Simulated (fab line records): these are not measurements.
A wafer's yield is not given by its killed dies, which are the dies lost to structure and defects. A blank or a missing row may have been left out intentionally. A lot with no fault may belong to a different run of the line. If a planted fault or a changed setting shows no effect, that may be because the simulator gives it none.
Comparing a struck lot with a sound one	flow n5 finfet	37 out of 1938 route steps
Sound: these wafers, L323.1, L323.3, L323.5. Struck: wafer L341.6 (left out: L341.1, a lot-mate that was not struck); the cause follows at the end.
Each step with rows lists, per side, the tool, then ch with its chambers, then its first start. Under that, the readings that differ: sound wafers	struck wafers	difference of the means	sigmas: that difference in standard deviations of wafers without a fault.
alike: readings with means less than 2 such deviations apart, plus words and numbers identical on both sides. not compared: withheld readings, readings lacking a value on some wafer, bounds such as >300 that could conceal the same value, and numbers that have no deviation in the record and whose values overlap.
A row with sigmas, a row that says differs or no value, or rows on one side alone: a step with any of these is where the two part. Non-overlapping numbers with no deviation appear without sigmas and do not part them. A reading that every wafer of one side lacks parts them only if that side has two wafers or more.

first, 9 steps without rows for these wafers: N5_SD_EPI_N_COAT_33 (time 60 s, resist thk 35 nm); N5_SD_EPI_N_COAT_03 (resist thk 150 nm); N5_SD_EPI_N_EBR_05; N5_SD_EPI_N_SOFTBAKE_04 (time 60 s); N5_SD_EPI_N_EXPOSE_06 (exposes mask SD N BLK, target cd 120 nm); N5_SD_EPI_N_PEB_07 (peb time 60 s); N5_SD_EPI_N_DEVELOP_08 (develop time 30 s); N5_SD_EPI_N_DESCUM_14 (chemistry O2, time 7.9 s); N5_SD_EPI_N_ETCH_34 (etches SiARC in CF4, target depth 45.5 nm, time 75.8 s).
N5_SD_EPI_N_ETCH_35: etches SOC in N2/H2, overetch 108 nm, time 486 s.
  sound on rie diel-01 ch 2,3, day 3 13:29; struck on rie diel-01 ch 2, day 8 03:20
reading	sound	struck	difference	sigmas
model.SiARC_of_SD_EPI_N_COAT_33.thk nm (nm)	20.8 20.8 20.6	22	+1	
  alike: chamber pressure mTorr, drypump motor current A, oes product au, rf vpp V, showerhead plenum p Torr, throttle valve pct
  not compared: rf hours counter h
then, 3 steps without rows for these wafers: N5_SD_EPI_N_STRIP_36 (strips in N2/H2); N5_SD_EPI_N_ETCHBACK_44 (etches SiNx in CH3F/O2, stops on SiO2, target depth 14.5 nm); N5_SD_EPI_N_ETCH_45 (etches SiOCN in CH3F/O2, target depth 6 nm).
N5_SD_EPI_N_ETCH_16: etches SiO2 in CHF3/O2, target depth 5 nm.
  sound on rie diel-01 ch 2,3, day 3 14:01; struck on rie diel-01 ch 2, day 8 03:51
reading	sound	struck	difference	sigmas
chamber pressure mTorr (mTorr)	29.976 30.034 29.991	29.941	-0.059	-2
model.SiARC_of_SD_EPI_N_COAT_33.thk nm (nm)	13.6 13.6 13.4	14.8	+1.3	
  alike: O2_flow_sccm, drypump motor current A, oes_f_703_au, oes product au, rf vpp V, showerhead plenum p Torr, throttle valve pct
  not compared: rf hours counter h
then, 21 steps without rows for these wafers: N5_SD_EPI_N_STRIP_47 (strips in CHF3/O2); N5_SD_EPI_N_SD_RECESS_17 (chemistry HBr/Cl2/O2, target depth 41 nm, time 23.7 s, bt time 3 s); N5_SD_EPI_N_STRIP_38 (strips in N2/H2); N5_SD_EPI_N_WET_ETCH_43 (etches SiO2 in dHF, time 14 s, target depth 1.5 nm); N5_SD_EPI_N_STRIP_18 (strips in SPM, time 750 s); N5_SD_EPI_N_SRD_20 (time 30 s); N5_SD_EPI_N_PRECLEAN_48 (cleans in NF3:NH3, afs cycles 2, time 20 s, sublimation time 60 s); N5_SD_EPI_N_VAPOR_ETCH_50 (etches Si in HCl, time 54 s); N5_SD_EPI_N_EPI_21 (deposits Si:P, time 690 s); N5_SD_EPI_N_PRECLEAN_24 (cleans in O3/DIW, time 60 s); N5_SD_EPI_N_SRD_25 (time 30 s); N5_SD_EPI_N_PRECLEAN_49 (cleans in NF3:NH3, afs cycles 1, time 20 s, sublimation time 60 s); N5_SD_EPI_N_LINER_46 (material SiNx, target thk 3 nm); N5_SD_EPI_P_COAT_34 (time 60 s, resist thk 350 nm); N5_SD_EPI_P_COAT_35 (time 60 s, resist thk 35 nm); N5_SD_EPI_P_COAT_03 (resist thk 150 nm); N5_SD_EPI_P_EBR_05; N5_SD_EPI_P_SOFTBAKE_04 (time 60 s); N5_SD_EPI_P_EXPOSE_06 (exposes mask SD P BLK, target cd 240 nm); N5_SD_EPI_P_PEB_07 (peb time 60 s); N5_SD_EPI_P_DEVELOP_08 (develop time 30 s).
-- record jumps: 8 days separate the struck wafers' starts on either side; left off in module SD_EPI_P, taken up again in module BEOL_M4, whose first shown step is the route's number 1111 --
N5_BEOL_M4_RC_MEAS_101:
  sound on prober-01 ch 0, day 12 02:20; struck on prober-02 ch 0, day 15 22:40
  alike: DIBL_N, DIBL_P, IOFF_N, IOFF_P, ION_N, ION_P, SS_N, SS_P, VT_N, VT_P
-- the record jumps here: 6 days lie between the struck wafers' starts before and after (it left off in module BEOL_M4 and takes up again in module PASSIVATION, whose first step shown is number 1936 of the route) --
N5_PASSIVATION_PROBE_49:
  the record has rows for the struck wafers here (prober-01, day 21 16:25) and none for the sound ones

## WHERE THEY PART
At N5_SD_EPI_N_ETCH_16 first; at N5_PASSIVATION_PROBE_49 last (within this record only).

WHY: whatever the simulator had introduced
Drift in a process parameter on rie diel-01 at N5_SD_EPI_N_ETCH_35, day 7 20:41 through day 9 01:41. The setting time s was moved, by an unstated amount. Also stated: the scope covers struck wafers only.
